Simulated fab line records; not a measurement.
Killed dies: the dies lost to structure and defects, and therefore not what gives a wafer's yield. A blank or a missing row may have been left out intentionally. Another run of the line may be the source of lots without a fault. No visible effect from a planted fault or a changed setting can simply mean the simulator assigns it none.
fab line records	flow nand_harc
[record] lots = 24	wafers = 72	last_day = 33
route steps=1302 shown A_CONTACT@1002
lots that met no fault: taken from a fault-free run of the same line
start_h: start of the lot's first displayed wafer, in hours after the record's first day	wait_h: hours from the lot's prior step to this one	" as in the row above	L1.1+2: a row that stands for several wafers	- value missing, or start not given	* or withheld: withheld	< > ~ a bound
route shown NAME@n: NAME is a module with steps in the file, n the number in the route of the first one	usual: average and standard deviation across the fault-free wafers	same: alike in all rows	chamber/n: place in a boat	sites: each site's reading	_std_site: standard deviation of those values	_edge_site: mean of outer sites minus mean of inner sites	radius_mm: how far each site lies from the wafer's centre	mask NAME#n: copy n	behind: the last tool/chamber to shape the wafer	hold: what put the lot on hold/how long, in hours/how the hold closed	device: transistor that didn't switch, given as n, p or np	end of line: tests run on the same wafers once the route is complete	a step without rows: its recipe alone	killed: not the wafer's yield, but the dies lost to structure and defects at the first sort	map: a wafer's dies, marking killed ones x, the rest . and places with no die _
set.NAME: the setting that was run; set.NAME@STEP: the one run at that earlier step	model.NAME: the simulator's own value behind a step, which no gauge read
one table for each step of the route and one row for each wafer, over a sample of lots
services: when a tool's chamber went out of use (start_h, in hours from the record's first day, below 0 if earlier), for how many hours, and the reason
[[steps]]
[step NHARC_A_CONTACT_ETCH_49]
[recipe] target_depth_a = 2600	over_etch_frac = 0.3	time_s = 475.3	ion_energy_ev = 200	n2_flow_sccm = 150	h2_flow_sccm = 150	ar_flow_sccm = 0	rf_w = 400	bias_w = 150	chemistry = N2/H2
[usual] drypump_motor_current_A = 5.8/0.53	oes_product_au = 1.000/0.011	rf_vpp_V = 430.2/2.6	showerhead_plenum_p_Torr = 2.03/0.093	throttle_valve_pct = 14.172/0.009
lot.wafer	tool	chamber	start_h	wait_h	drypump_motor_current_A	oes_product_au	rf_hours_counter_h	rf_vpp_V	showerhead_plenum_p_Torr	throttle_valve_pct
L074.2	rie_diel-01	2	-	-	5.7	0.994	26	430.8	2.02	14.176
L074.6	"	3	"	"	4.9	0.985	-	426.6	1.92	14.177
L074.5	"	0	"	"	5.5	1.003	-	430.5	2.03	14.185
L076.2	rie_diel-06	2	-	-	5.0	0.989	3	430.2	2.00	14.172
L076.4	"	0	"	"	5.6	0.994	5	432.2	2.12	14.169
L076.5	"	3	"	"	6.5	0.982	-	435.0	2.22	14.159
L075.1	rie_diel-01	1	-	-	6.7	1.011	34	430.3	2.05	14.157
L075.3	"	3	"	"	4.9	1.007	36	426.4	1.92	14.174
L075.5	"	1	"	"	6.8	1.015	-	431.4	2.05	14.161
L077.2	rie_diel-04	1	-	-	6.0	0.991	21	429.5	1.96	14.172
L077.3	"	2	"	"	5.8	1.002	23	426.8	1.90	14.172
L077.6	"	2	"	"	5.8	0.998	-	424.7	1.90	14.158
L079.4	rie_diel-04	0	-	-	6.6	0.997	25	435.0	2.14	14.156
L079.2	"	1	"	"	5.9	0.977	25	427.4	1.96	14.161
L079.6	"	0	"	"	6.6	1.000	-	433.6	2.14	14.171
L078.3	rie_diel-06	0	-	-	5.7	0.998	12	431.1	2.12	14.171
L078.2	"	1	"	"	5.5	0.991	11	432.3	2.08	14.161
L078.1	"	2	"	"	5.0	1.007	10	429.0	2.00	14.191
L080.1	rie_diel-06	3	-	-	6.4	1.011	19	436.5	2.21	14.168
L080.4	"	0	"	"	5.6	1.009	18	433.4	2.11	14.184
L080.6	"	3	"	"	6.5	1.013	-	434.9	2.21	14.175
L081.1	rie_diel-06	1	-	-	5.5	0.997	21	432.1	2.07	14.164
L081.4	"	0	"	"	5.7	1.003	22	432.1	2.11	14.168
L081.6	"	2	"	"	5.0	1.003	-	429.0	1.99	14.169
L082.2	rie_diel-04	0	-	-	6.6	1.020	2	432.8	2.14	14.176
L082.3	"	2	"	"	5.8	0.995	3	426.0	1.89	14.168
L082.5	"	1	"	"	6.0	0.997	-	428.2	1.96	14.187
L083.3	rie_diel-04	2	-	-	5.8	1.002	4	427.2	1.89	14.172
L083.1	"	3	"	"	5.7	0.983	4	426.9	1.93	14.184
L083.2	"	0	"	"	6.5	1.024	4	431.8	2.14	14.184
L086.3	rie_diel-06	3	-	-	6.5	1.000	38	434.8	2.20	14.176
L086.2	"	0	"	"	5.7	1.005	31	433.5	2.11	14.175
L086.5	"	0	"	"	5.6	0.999	-	431.7	2.11	14.169
L084.3	rie_diel-04	3	-	-	5.7	0.985	8	427.5	1.93	14.178
L084.4	"	1	"	"	5.9	0.997	7	428.0	1.96	14.166
L084.5	"	0	"	"	6.6	1.011	-	432.6	2.13	14.178
L085.1	rie_diel-01	3	-	-	4.9	0.994	12	428.1	1.91	14.179
L085.2	"	2	"	"	5.7	0.995	10	428.4	2.01	14.166
L085.6	"	0	"	"	5.5	0.996	-	431.0	2.01	14.176
L089.2	rie_diel-04	1	-	-	5.9	1.000	11	428.8	1.96	14.179
L089.3	"	2	"	"	5.9	1.001	13	426.4	1.89	14.169
L089.5	"	0	"	"	6.6	1.016	-	432.2	2.13	14.176
L088.1	rie_diel-01	1	-	-	6.7	1.005	22	430.2	2.04	14.173
L088.4	"	3	"	"	4.9	1.004	22	427.7	1.91	14.179
L088.5	"	0	"	"	5.5	0.997	-	429.7	2.01	14.177
L087.3	rie_diel-06	3	-	-	6.5	0.999	53	434.3	2.20	14.172
L087.5	"	0	"	"	5.7	1.004	-	432.5	2.11	14.172
L087.6	"	1	"	"	5.5	1.000	-	432.2	2.06	14.168
L091.4	rie_diel-04	3	-	-	5.7	0.987	14	427.6	1.93	14.169
L091.2	"	0	"	"	6.6	1.006	12	433.1	2.13	14.175
L091.5	"	3	"	"	5.7	0.985	-	428.5	1.93	14.164
L090.3	rie_diel-01	3	-	-	4.9	0.998	28	428.6	1.90	14.176
L090.2	"	0	"	"	5.5	1.006	31	430.3	2.01	14.190
L090.6	"	1	"	"	6.7	1.016	-	429.1	2.04	14.176
L093.4	rie_diel-06	2	-	-	5.0	1.003	0	429.1	1.98	14.174
L093.2	"	3	"	"	6.5	1.000	0	434.1	2.19	14.171
L093.1	"	0	"	"	5.7	1.003	0	432.1	2.10	14.160
L092.2	rie_diel-04	0	-	-	6.5	1.019	17	432.1	2.13	14.163
L092.5	"	0	"	"	6.6	1.023	-	432.0	2.13	14.177
L092.6	"	1	"	"	6.0	1.018	-	426.9	1.96	14.165
L095.3	rie_diel-01	0	-	-	5.5	0.993	47	429.7	2.00	14.183
L095.2	"	1	"	"	6.8	1.020	43	430.1	2.03	14.168
L095.6	"	0	"	"	5.5	0.988	-	430.6	2.00	14.172
L094.4	rie_diel-06	0	-	-	5.7	1.001	7	434.3	2.10	14.170
L094.2	"	2	"	"	5.0	1.004	7	429.4	1.98	14.175
L094.5	"	0	"	"	5.7	1.001	-	432.4	2.10	14.161
L096.2	rie_diel-04	2	-	-	5.8	1.003	25	426.6	1.89	14.179
L096.3	"	0	"	"	6.6	1.012	20	432.6	2.13	14.177
L096.5	"	3	"	"	5.7	0.985	-	426.8	1.93	14.170
L097.3	rie_diel-06	0	-	-	5.6	0.997	16	431.2	2.10	14.170
L097.5	"	2	"	"	5.0	1.004	-	428.5	1.97	14.173
L097.6	"	3	"	"	6.5	1.013	-	435.0	2.19	14.159
[step NHARC_A_CONTACT_ETCH_111]
[recipe] source_w = withheld	pressure_mtorr = 20	bias_v = withheld	time_s = 140	target_depth_a = 7000	ar_flow_sccm = withheld	c4f8_flow_sccm = withheld	o2_flow_sccm = withheld	chemistry = C4F8/O2/Ar
lot.wafer	tool	chamber	start_h	wait_h	rf_hours_counter_h
L074.2	har_cap_etch-03	1	471.05	-	36
L074.5	"	1	"	"	-
L074.6	"	0	"	"	-
L076.2	har_cap_etch-02	1	502.93	-	82
L076.4	"	0	"	"	-
L076.5	"	1	"	"	-
L075.1	har_cap_etch-03	1	503.97	-	43
L075.3	"	0	"	"	-
L075.5	"	1	"	"	-
L077.2	har_cap_etch-02	0	507.37	-	85
L077.3	"	0	"	"	-
L077.6	"	1	"	"	-
L079.2	har_cap_etch-03	0	529.27	-	48
L079.4	"	0	"	"	-
L079.6	"	0	"	"	-
L078.1	har_cap_etch-02	1	529.42	-	90
L078.2	"	0	"	"	90
L078.3	"	0	"	"	-
L080.1	har_cap_etch-03	0	548.49	-	52
L080.4	"	1	"	"	-
L080.6	"	1	"	"	-
L081.1	har_cap_etch-01	1	564.31	-	6
L081.4	"	0	"	"	-
L081.6	"	0	"	"	-
L082.2	har_cap_etch-03	1	566.57	-	55
L082.3	"	0	"	"	-
L082.5	"	1	"	"	-
L083.2	har_cap_etch-01	0	574.51	-	9
L083.1	"	1	"	"	9
L083.3	"	1	"	"	-
L086.2	har_cap_etch-01	1	595.45	-	13
L086.3	"	1	"	"	-
L086.5	"	1	"	"	-
L084.3	har_cap_etch-02	1	595.69	-	-
L084.4	"	0	"	"	-
L084.5	"	1	"	"	-
L085.1	har_cap_etch-03	1	596.37	-	60
L085.2	"	0	"	"	60
L085.6	"	0	"	"	-
L089.2	har_cap_etch-02	0	626.30	-	105
L089.3	"	1	"	"	-
L089.5	"	0	"	"	-
L088.1	har_cap_etch-03	0	627.23	-	65
L088.4	"	0	"	"	-
L088.5	"	1	"	"	-
L087.3	har_cap_etch-01	1	632.44	-	-
L087.6	"	0	"	"	-
L087.5	"	1	"	"	-
L091.2	har_cap_etch-01	0	641.33	-	22
L091.4	"	0	"	"	-
L091.5	"	0	"	"	-
L090.2	har_cap_etch-02	0	641.58	-	109
L090.3	"	0	"	"	-
L090.6	"	1	"	"	-
L093.2	har_cap_etch-02	0	672.23	-	115
L093.1	"	1	"	"	115
L093.4	"	0	"	"	-
L092.2	har_cap_etch-03	0	675.19	-	74
L092.5	"	0	"	"	-
L092.6	"	1	"	"	-
L095.2	har_cap_etch-03	0	689.79	-	76
L095.3	"	0	"	"	-
L095.6	"	0	"	"	-
L094.2	har_cap_etch-03	0	696.56	-	78
L094.4	"	0	"	"	-
L094.5	"	0	"	"	-
L096.2	har_cap_etch-03	0	708.55	-	81
L096.3	"	0	"	"	-
L096.5	"	1	"	"	-
L097.3	har_cap_etch-02	1	719.45	-	-
L097.5	"	0	"	"	-
L097.6	"	1	"	"	-
[step NHARC_A_CONTACT_ETCH_119]
[recipe] source_w = withheld	pressure_mtorr = 20	bias_v = 3000	time_s = 190	target_depth_a = 18500	ar_flow_sccm = withheld	c4f8_flow_sccm = withheld	o2_flow_sccm = withheld	chemistry = C4F8/O2/Ar
lot.wafer	tool	chamber	start_h	wait_h	rf_hours_counter_h
L074.2	har_cap_etch-03	1	472.45	0.1	37
L074.5	"	1	"	"	-
L074.6	"	0	"	"	-
L076.2	har_cap_etch-02	1	504.33	0.1	84
L076.4	"	0	"	"	-
L076.5	"	1	"	"	-
L075.1	har_cap_etch-03	1	505.81	0.2	44
L075.3	"	0	"	"	-
L075.5	"	1	"	"	-
L077.2	har_cap_etch-02	0	508.77	0.1	86
L077.3	"	0	"	"	-
L077.6	"	1	"	"	-
L079.2	har_cap_etch-03	0	530.67	0.1	49
L079.4	"	0	"	"	-
L079.6	"	0	"	"	-
L078.1	har_cap_etch-02	1	530.82	0.1	91
L078.2	"	0	"	"	91
L078.3	"	0	"	"	-
L080.1	har_cap_etch-03	0	549.89	0.1	54
L080.4	"	1	"	"	-
L080.6	"	1	"	"	-
L081.1	har_cap_etch-01	1	566.00	0.1	7
L081.4	"	0	"	"	-
L081.6	"	0	"	"	-
L082.2	har_cap_etch-03	1	567.96	0.1	56
L082.3	"	0	"	"	-
L082.5	"	1	"	"	-
L083.2	har_cap_etch-01	0	575.90	0.1	10
L083.1	"	1	"	"	10
L083.3	"	1	"	"	-
L086.2	har_cap_etch-01	1	596.85	0.1	14
L086.3	"	1	"	"	-
L086.5	"	1	"	"	-
L084.3	har_cap_etch-02	1	597.23	0.1	-
L084.4	"	0	"	"	-
L084.5	"	1	"	"	-
L085.1	har_cap_etch-03	1	597.76	0.1	61
L085.2	"	0	"	"	61
L085.6	"	0	"	"	-
L089.2	har_cap_etch-02	0	627.69	0.1	106
L089.3	"	1	"	"	-
L089.5	"	0	"	"	-
L088.1	har_cap_etch-03	0	628.62	0.1	67
L088.4	"	0	"	"	-
L088.5	"	1	"	"	-
L087.3	har_cap_etch-01	1	633.83	0.1	-
L087.6	"	0	"	"	-
L087.5	"	1	"	"	-
L091.2	har_cap_etch-01	0	642.72	0.1	23
L091.4	"	0	"	"	-
L091.5	"	0	"	"	-
L090.2	har_cap_etch-02	0	642.98	0.1	111
L090.3	"	0	"	"	-
L090.6	"	1	"	"	-
L093.2	har_cap_etch-02	0	673.62	0.1	116
L093.1	"	1	"	"	116
L093.4	"	0	"	"	-
L092.2	har_cap_etch-03	0	676.59	0.1	75
L092.5	"	0	"	"	-
L092.6	"	1	"	"	-
L095.2	har_cap_etch-03	0	691.18	0.1	77
L095.3	"	0	"	"	-
L095.6	"	0	"	"	-
L094.2	har_cap_etch-03	0	698.41	0.2	80
L094.4	"	0	"	"	-
L094.5	"	0	"	"	-
L096.2	har_cap_etch-03	0	710.36	0.1	82
L096.3	"	0	"	"	-
L096.5	"	1	"	"	-
L097.3	har_cap_etch-02	1	720.82	0.1	-
L097.5	"	0	"	"	-
L097.6	"	1	"	"	-
[step NHARC_A_CONTACT_CD_MEAS_53]
[usual] cd_nm = 289.8/0.83
lot.wafer	tool	chamber	start_h	wait_h	cd_nm
L074.2	cd_sem-03	-	474.37	-	290.5
L074.5	"	-	"	"	290.5
L074.6	"	-	"	"	291.0
L076.2	cd_sem-01	-	506.21	-	290.2
L076.4	"	-	"	"	289.2
L076.5	"	-	"	"	289.2
L075.1	cd_sem-01	-	507.71	-	290.6
L075.3	"	-	"	"	289.4
L075.5	"	-	"	"	289.0
L077.2	cd_sem-01	-	510.64	-	289.0
L077.3	"	-	"	"	289.7
L077.6	"	-	"	"	289.9
L079.2	cd_sem-03	-	532.57	-	289.4
L079.4	"	-	"	"	288.2
L079.6	"	-	"	"	288.4
L078.1	cd_sem-03	-	533.05	-	290.9
L078.2	"	-	"	"	290.0
L078.3	"	-	"	"	291.1
L080.1	cd_sem-01	-	551.77	-	291.1
L080.4	"	-	"	"	291.1
L080.6	"	-	"	"	290.6
L081.1	cd_sem-02	-	567.88	-	289.3
L081.4	"	-	"	"	289.6
L081.6	"	-	"	"	289.8
L082.2	cd_sem-03	-	569.87	-	289.5
L082.3	"	-	"	"	288.9
L082.5	"	-	"	"	289.8
L083.1	cd_sem-01	-	577.77	-	290.9
L083.2	"	-	"	"	291.4
L083.3	"	-	"	"	291.7
L086.2	cd_sem-03	-	598.73	-	287.8
L086.3	"	-	"	"	288.4
L086.5	"	-	"	"	288.4
L084.3	cd_sem-02	-	599.05	-	289.7
L084.4	"	-	"	"	289.3
L084.5	"	-	"	"	289.1
L085.1	cd_sem-01	-	599.64	-	289.0
L085.2	"	-	"	"	288.9
L085.6	"	-	"	"	288.5
L089.2	cd_sem-03	-	629.54	-	288.7
L089.3	"	-	"	"	289.0
L089.5	"	-	"	"	289.3
L088.1	cd_sem-03	-	630.51	-	290.7
L088.4	"	-	"	"	291.1
L088.5	"	-	"	"	290.3
L087.3	cd_sem-01	-	635.62	-	289.5
L087.5	"	-	"	"	289.6
L087.6	"	-	"	"	289.5
L091.2	cd_sem-01	-	644.56	-	290.3
L091.4	"	-	"	"	289.8
L091.5	"	-	"	"	290.1
L090.2	cd_sem-03	-	644.84	-	289.4
L090.3	"	-	"	"	289.9
L090.6	"	-	"	"	289.6
L093.1	cd_sem-03	-	676.81	-	289.5
L093.2	"	-	"	"	290.0
L093.4	"	-	"	"	290.1
L092.2	cd_sem-03	-	678.47	-	290.0
L092.5	"	-	"	"	291.0
L092.6	"	-	"	"	290.2
L095.2	cd_sem-03	-	693.04	-	290.5
L095.3	"	-	"	"	290.4
L095.6	"	-	"	"	291.0
L094.2	cd_sem-01	-	700.66	-	289.8
L094.4	"	-	"	"	290.3
L094.5	"	-	"	"	290.7
L096.2	cd_sem-03	-	712.36	-	289.3
L096.3	"	-	"	"	289.4
L096.5	"	-	"	"	289.3
L097.3	cd_sem-01	-	722.62	-	288.8
L097.5	"	-	"	"	289.7
L097.6	"	-	"	"	289.2
[step NHARC_A_CONTACT_OVL_MEAS_70]
[usual] overlay_x_nm = -0.1/0.82	overlay_y_nm = -0.1/1
lot.wafer	tool	chamber	start_h	wait_h	overlay_x_nm	overlay_y_nm
L074.2	overlay-02	-	479.33	-	0.1	1.1
L074.5	"	-	"	"	0.5	1.1
L074.6	"	-	"	"	0.6	1.0
L076.2	overlay-01	-	511.09	-	0.0	-0.2
L076.4	"	-	"	"	0.4	-0.4
L076.5	"	-	"	"	-0.1	0.0
L075.1	overlay-01	-	512.69	-	-1.2	-1.9
L075.3	"	-	"	"	-1.7	-2.0
L075.5	"	-	"	"	-1.9	-1.3
L077.2	overlay-01	-	515.65	-	0.2	0.2
L077.3	"	-	"	"	0.5	-0.2
L077.6	"	-	"	"	0.6	0.0
L079.2	overlay-02	-	537.93	-	-1.0	-0.2
L079.4	"	-	"	"	-0.8	-0.4
L079.6	"	-	"	"	-1.9	0.0
L078.1	overlay-02	-	538.60	-	-0.8	2.0
L078.2	"	-	"	"	-0.9	2.4
L078.3	"	-	"	"	-0.9	2.1
L080.1	overlay-01	-	557.73	-	0.4	0.6
L080.4	"	-	"	"	0.1	1.5
L080.6	"	-	"	"	1.0	1.1
L082.2	overlay-02	-	575.01	-	0.4	0.1
L082.3	"	-	"	"	0.1	-0.5
L082.5	"	-	"	"	0.7	-0.3
L081.1	overlay-01	-	575.70	-	0.7	-0.6
L081.4	"	-	"	"	1.1	-0.3
L081.6	"	-	"	"	1.0	-0.9
L083.1	overlay-01	-	582.76	-	0.1	0.7
L083.2	"	-	"	"	-0.6	0.9
L083.3	"	-	"	"	0.1	0.9
L086.2	overlay-01	-	603.98	-	-1.3	0.6
L086.3	"	-	"	"	-1.4	0.8
L086.5	"	-	"	"	-1.3	0.9
L084.3	overlay-01	-	604.90	-	-0.1	-0.4
L084.4	"	-	"	"	0.2	-0.4
L084.5	"	-	"	"	-0.7	-0.8
L085.1	overlay-02	-	607.62	-	1.0	0.4
L085.2	"	-	"	"	0.6	0.6
L085.6	"	-	"	"	0.5	-0.5
L089.2	overlay-02	-	634.63	-	0.1	-0.5
L089.3	"	-	"	"	0.5	-0.3
L089.5	"	-	"	"	0.5	-0.3
L088.1	overlay-02	-	635.53	-	0.0	0.2
L088.4	"	-	"	"	0.0	0.0
L088.5	"	-	"	"	0.3	0.0
L087.3	overlay-02	-	640.63	-	-0.8	-0.2
L087.5	"	-	"	"	-1.6	0.2
L087.6	"	-	"	"	-1.3	-0.1
L091.2	overlay-02	-	650.00	-	0.0	0.0
L091.4	"	-	"	"	-0.1	-0.2
L091.5	"	-	"	"	0.0	0.3
L090.2	overlay-01	-	650.16	-	-0.7	-0.9
L090.3	"	-	"	"	-0.5	0.0
L090.6	"	-	"	"	-0.6	-0.4
L093.1	overlay-01	-	682.57	-	0.7	0.9
L093.2	"	-	"	"	1.0	0.4
L093.4	"	-	"	"	1.5	0.6
L092.2	overlay-02	-	683.68	-	0.5	0.5
L092.5	"	-	"	"	0.5	0.0
L092.6	"	-	"	"	0.8	0.3
L095.2	overlay-02	-	698.74	-	-0.3	-1.8
L095.3	"	-	"	"	0.4	-1.5
L095.6	"	-	"	"	0.8	-2.1
L094.2	overlay-02	-	706.80	-	-0.5	-1.7
L094.4	"	-	"	"	-0.5	-1.9
L094.5	"	-	"	"	-0.2	-2.5
L096.2	overlay-02	-	717.38	-	0.8	0.9
L096.3	"	-	"	"	0.8	1.2
L096.5	"	-	"	"	-0.3	1.1
L097.3	overlay-01	-	731.22	-	-0.3	-0.9
L097.5	"	-	"	"	-0.1	-0.8
L097.6	"	-	"	"	0.3	-1.0
[step NHARC_A_CONTACT_DESCUM_74]
[recipe] time_s = 3	o2_flow_sccm = 200	ar_flow_sccm = 0	bias_power_w = 0	chemistry = O2
[usual] drypump_motor_current_A = 5.8/0.52	oes_product_au = 1.002/0.01	rf_vpp_V = 57.7/0.87	showerhead_plenum_p_Torr = 1.90/0.089	throttle_valve_pct = 11.311/0.0094
lot.wafer	tool	chamber	start_h	wait_h	drypump_motor_current_A	oes_product_au	rf_hours_counter_h	rf_vpp_V	showerhead_plenum_p_Torr	throttle_valve_pct
L074.2	rie_diel-06	2	479.44	0.1	5.0	1.000	65	58.0	1.88	11.308
L074.6	"	0	"	"	5.6	1.002	-	58.1	1.99	11.291
L074.5	"	3	"	"	6.5	1.013	-	55.9	1.77	11.312
L076.4	rie_diel-06	3	511.19	0.1	6.5	1.014	6	57.8	2.07	11.312
L076.2	"	0	"	"	5.7	0.998	8	58.6	1.98	11.312
L076.5	"	3	"	"	6.5	1.012	-	58.2	2.08	11.334
L075.3	rie_diel-04	2	512.79	0.1	5.8	1.017	24	57.1	1.78	11.320
L075.1	"	3	"	"	5.7	0.982	24	58.0	1.82	11.307
L075.5	"	2	"	"	5.8	0.994	-	56.7	1.78	11.315
L077.3	rie_diel-06	3	515.75	0.1	6.5	1.011	8	58.7	2.07	11.317
L077.2	"	0	"	"	5.6	1.010	10	58.1	1.98	11.300
L077.6	"	3	"	"	6.5	1.012	-	59.0	2.07	11.323
L079.4	rie_diel-01	1	538.03	0.1	6.7	1.010	48	59.2	1.92	11.310
L079.2	"	2	"	"	5.7	0.996	52	57.5	1.89	11.311
L079.6	"	0	"	"	5.5	1.003	-	58.5	1.90	11.325
L078.3	rie_diel-06	1	538.70	0.1	5.5	1.011	15	58.5	1.95	11.311
L078.1	"	2	"	"	5.0	1.004	15	58.1	1.87	11.317
L078.2	"	0	"	"	5.6	1.002	16	57.2	1.98	11.297
L080.4	rie_diel-04	1	557.83	0.1	6.0	1.008	1	58.2	1.84	11.312
L080.1	"	2	"	"	5.8	0.998	1	56.9	1.78	11.324
L080.6	"	2	"	"	5.8	1.002	-	57.2	1.78	11.306
L082.2	rie_diel-04	3	575.12	0.1	5.7	0.976	5	58.1	1.82	11.326
L082.3	"	1	"	"	5.9	1.000	4	57.8	1.84	11.322
L082.5	"	2	"	"	5.9	1.002	-	56.8	1.78	11.319
L081.4	rie_diel-01	3	575.80	0.1	4.9	0.998	4	57.1	1.80	11.318
L081.1	"	1	"	"	6.7	1.027	5	59.0	1.92	11.320
L081.6	"	2	"	"	5.7	0.994	-	58.2	1.88	11.323
L083.1	rie_diel-04	0	582.86	0.1	6.5	1.022	5	58.1	2.00	11.309
L083.2	"	1	"	"	5.9	1.004	6	57.8	1.84	11.292
L083.3	"	2	"	"	5.8	0.992	7	57.5	1.78	11.299
L086.2	rie_diel-04	3	604.08	0.1	5.7	0.984	10	58.0	1.82	11.300
L086.3	"	0	"	"	6.6	1.016	8	57.7	2.00	11.302
L086.5	"	3	"	"	5.7	0.993	-	57.0	1.82	11.318
L084.3	rie_diel-06	1	605.03	0.1	5.5	1.003	37	57.4	1.94	11.311
L084.4	"	2	"	"	5.0	0.995	39	57.2	1.87	11.305
L084.5	"	0	"	"	5.6	1.003	-	59.1	1.98	11.305
L085.1	rie_diel-06	1	607.73	0.1	5.5	0.997	38	58.9	1.94	11.306
L085.2	"	3	"	"	6.5	0.988	44	58.9	2.06	11.317
L085.6	"	1	"	"	5.5	0.997	-	57.5	1.94	11.315
L089.2	rie_diel-04	1	634.75	0.1	5.9	1.003	12	58.1	1.84	11.312
L089.3	"	2	"	"	5.8	0.998	14	58.3	1.78	11.303
L089.5	"	0	"	"	6.6	1.009	-	58.0	2.00	11.318
L088.1	rie_diel-06	3	635.63	0.1	6.5	1.006	54	58.1	2.06	11.314
L088.4	"	0	"	"	5.6	0.994	43	57.7	1.97	11.302
L088.5	"	3	"	"	6.5	1.014	-	59.2	2.06	11.325
L087.3	rie_diel-06	0	640.75	0.1	5.6	0.994	44	56.4	1.97	11.316
L087.5	"	1	"	"	5.4	1.000	-	58.0	1.93	11.313
L087.6	"	2	"	"	5.0	0.998	-	57.3	1.86	11.305
L091.4	rie_diel-06	3	650.11	0.1	6.5	1.002	61	59.1	2.06	11.293
L091.2	"	0	"	"	5.6	1.002	50	58.1	1.97	11.300
L091.5	"	1	"	"	5.5	1.007	-	57.0	1.93	11.297
L090.2	rie_diel-06	1	650.27	0.1	5.5	1.005	54	58.7	1.93	11.299
L090.3	"	2	"	"	5.0	1.009	58	57.4	1.86	11.296
L090.6	"	1	"	"	5.5	1.000	-	59.2	1.93	11.323
L093.2	rie_diel-04	2	682.67	0.1	5.8	0.993	21	57.9	1.78	11.305
L093.4	"	3	"	"	5.7	0.976	20	57.3	1.81	11.305
L093.1	"	0	"	"	6.6	0.999	18	56.9	2.00	11.310
L092.2	rie_diel-01	3	683.79	0.1	4.9	0.987	46	58.2	1.79	11.313
L092.6	"	3	"	"	4.9	1.001	-	55.9	1.79	11.316
L092.5	"	0	"	"	5.5	0.999	-	58.9	1.88	11.311
L095.2	rie_diel-04	0	698.85	0.1	6.6	1.018	19	57.9	2.00	11.295
L095.3	"	2	"	"	5.9	1.005	23	57.4	1.77	11.315
L095.6	"	3	"	"	5.7	0.989	-	57.3	1.81	11.307
L094.4	rie_diel-01	3	706.90	0.1	4.9	0.995	53	57.4	1.78	11.327
L094.2	"	1	"	"	6.7	1.007	49	58.7	1.90	11.308
L094.5	"	3	"	"	4.9	0.991	-	58.6	1.78	11.313
L096.3	rie_diel-06	3	717.49	0.1	6.5	1.034	15	59.2	2.05	11.314
L096.2	"	1	"	"	5.5	0.989	15	57.2	1.93	11.325
L096.5	"	0	"	"	5.7	1.016	-	59.1	1.96	11.312
L097.3	rie_diel-04	3	731.32	0.1	5.7	0.992	2	58.3	1.81	11.298
L097.6	"	3	"	"	5.7	0.994	-	56.6	1.81	11.308
L097.5	"	0	"	"	6.5	1.011	-	58.2	2.00	11.324
[[services]]
tool	chamber	start_h	hours	kind
rie_diel-06	0	466.44	-	clean
rie_diel-06	1	466.44	-	clean
rie_diel-06	2	466.44	-	clean
rie_diel-06	3	466.44	-	clean
rie_diel-06	1	474.76	-	consumable_replace:focus_ring
rie_diel-06	1	474.76	9.0	scheduled_down
rie_diel-06	1	474.76	9.0	vent_cycle
rie_diel-04	0	480.25	2.6	repair
rie_diel-06	-	484.25	9.0	pm
rie_diel-06	0	484.25	9.0	vent_cycle
rie_diel-06	1	484.25	9.0	vent_cycle
har_cap_etch-01	-	498.16	17.0	pm
rie_diel-04	2	521.24	4.1	repair
rie_diel-01	3	528.71	7.8	repair
rie_diel-04	-	532.46	9.0	pm
rie_diel-01	-	558.26	9.0	pm
rie_diel-06	0	595.74	4.3	repair
rie_diel-04	3	651.48	5.8	repair
rie_diel-06	2	654.40	3.1	repair
rie_diel-06	-	661.25	9.0	pm
rie_diel-04	-	665.26	1.2	repair
har_cap_etch-03	-	687.65	0.8	repair
rie_diel-04	-	709.46	9.0	pm
har_cap_etch-02	-	714.99	1.2	repair
[[key]]
fault none
